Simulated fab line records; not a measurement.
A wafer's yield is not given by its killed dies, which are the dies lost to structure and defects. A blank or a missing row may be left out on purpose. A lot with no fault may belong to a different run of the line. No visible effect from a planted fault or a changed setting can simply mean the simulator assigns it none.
Code-filled problem report in 8D (eight disciplines) form / flow n5-finfet / the parts of the form that need people (team, actions taken, sign-off) are left out

== 1. PROBLEM STATEMENT ==
spin-speed-rpm at N5_HKMG_FIN_COAT_30 reads a mean of 1710.5 rpm on 6 wafers of 2 lots; wafers without a fault read 1500.3 rpm with a standard deviation of 1. That is +99 or more standard deviations from the usual mean.
The step: time 60 s, resist thk 35 nm.
First seen on wafer L640.1, day 8 07:38, on litho-track-01. The record holds 34 wafers of 13 lots with a number at this step. The rule behind "out" and "out of limits": a value lying over 4 standard deviations away from the usual mean. Any other wafer with a number is counted as sound.

== 2. WHAT IT IS AND WHAT IT IS NOT ==
question=which readings at this step | is=spin-speed-rpm | is not=exhaust-pa
question=which lots | is=L640, L641 | is not=L624, L625, L627, L629, L630, L631, L633, L634, L635, L636, L647
question=which wafers of those lots | is=all that have a number | is not=-
question=read on which tools | is=litho-track-01 | is not=litho-track-02, litho-track-05
question=when | is=from day 8 07:38 | is not=up to then (25 sound wafers); but 3 sound wafers of L647 came after

== 3. WHAT RULES OUT EACH SUSPECT ==
Counting: a tool stays on the suspect list if, at a process step up to the reading, it processed all lots that are out and no sound lot following the first of them.
- litho-track-01 at N5_HKMG_FIN_COAT_30 (time 60 s, resist thk 35 nm): kept. It ran every lot that is out, first L640 (day 8 07:38), and no sound lot after that; its last sound lot up to then is L636 (day 7 04:50). Its own readings are out on those wafers: spin-speed-rpm.
The count leaves litho-track-01 at N5_HKMG_FIN_COAT_30.

== 4. THE CAUSE (what the simulator had put in) ==
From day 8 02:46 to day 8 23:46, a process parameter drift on litho-track-01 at N5_HKMG_FIN_COAT_30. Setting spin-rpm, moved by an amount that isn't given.
After counting, this tool was the only one left.

== 5. THE EFFECT CHAIN, in route order ==
One row per reading whose mean, taken over the struck wafers that have a number, lies over 3 standard deviations from the usual. Scope: only readings with a usual standard deviation given in the record; hours: median across lots of the time from each lot's start at the first step in this table that gives one to its start at this step; sigmas: change in usual standard deviations.
hours=0; step=N5_HKMG_FIN_COAT_30; reading=spin-speed-rpm; usual=1500.3 rpm; on struck wafers=1710.5; change=+210.2; sigmas=+99 or more
Here are the process steps it includes:
- N5_HKMG_FIN_COAT_30: time 60 s, resist thk 35 nm.

== 6. WHAT WOULD HAVE CAUGHT IT SOONER ==
The fault began at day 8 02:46; the first out-of-limits reading in this record came at day 8 07:38, 5 hours later.
